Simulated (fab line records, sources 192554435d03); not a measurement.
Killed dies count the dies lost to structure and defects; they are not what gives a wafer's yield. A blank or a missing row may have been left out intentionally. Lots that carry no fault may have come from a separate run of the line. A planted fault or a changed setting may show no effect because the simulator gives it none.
Which tool was responsible? ; flow n5-finfet ; 10 lots with 29 wafers sampled at 2 steps, on a route of 1938 steps

== WHAT EACH GAUGE READ, for each wafer ==
N5_BEOL_M2_CD_MEAS_11: the cd target is 16.79 nm.
lot;measured;on;cd-nm (nm)
L738;day 7 18:07;cd-sem-02;16.95 16.89 16.80
L745;day 9 07:39;cd-sem-02;16.51 16.78 16.83
L746;day 9 13:24;cd-sem-03;17.21 16.56 16.35
L749;day 10 07:11;cd-sem-03;16.56 16.48 16.46
L750;day 10 15:55;cd-sem-02;17.21 16.58 16.13
L752;day 10 23:22;cd-sem-01;17.20 17.13 16.94
L753;day 11 06:05;cd-sem-01;16.90 16.95 16.70
L756;day 12 08:33;cd-sem-03;16.95 17.05
L758;day 12 09:26;cd-sem-02;16.86 16.65 17.46
L757;day 12 09:31;cd-sem-03;17.13 16.52 17.45

== TOOL THAT RAN EACH LOT (tool first, then ch and the chambers of the sampled wafers, then the start) ==
lot;N5_BEOL_M1_PRE_CLEAN_60
L738;cvd-co-01 ch 0,2, day 7 15:22
L745;cvd-co-02 ch 0,1,2, day 9 04:32
L746;cvd-co-01 ch 0,1, day 9 10:48
L749;cvd-co-01 ch 0,1, day 10 05:20
L750;cvd-co-01 ch 0,1, day 10 12:58
L752;cvd-co-02 ch 0,1,2, day 10 20:28
L753;cvd-co-01 ch 0,1, day 11 02:41
L756;cvd-co-01 ch 0, day 12 06:59
L758;cvd-co-02 ch 0,2, day 12 08:16
L757;cvd-co-01 ch 0,1,2, day 12 08:32
- N5_BEOL_M1_PRE_CLEAN_60: time 15 s.

== THE ANSWER, worked out from the rows above alone ==
Rule: the usual values come from the lots themselves. The widest of any qualifying gaps counts: lots, ordered by their means at a reading, are off when they make up no more than a third of the lots, leave a main group of 4 or more, and stand apart from it by 3 or more times the standard deviation of that group's means. A main group whose means are all the same, to the digits that the tables above print for the reading, isn't used. Also off: a lot with no number at a reading for which 4 or more lots have one. The other lots that the step has rows for count as sound.
Across all readings shown, no lot is off: no conclusion can be drawn from this.

== WHAT THE SIMULATOR HAD PUT IN ==
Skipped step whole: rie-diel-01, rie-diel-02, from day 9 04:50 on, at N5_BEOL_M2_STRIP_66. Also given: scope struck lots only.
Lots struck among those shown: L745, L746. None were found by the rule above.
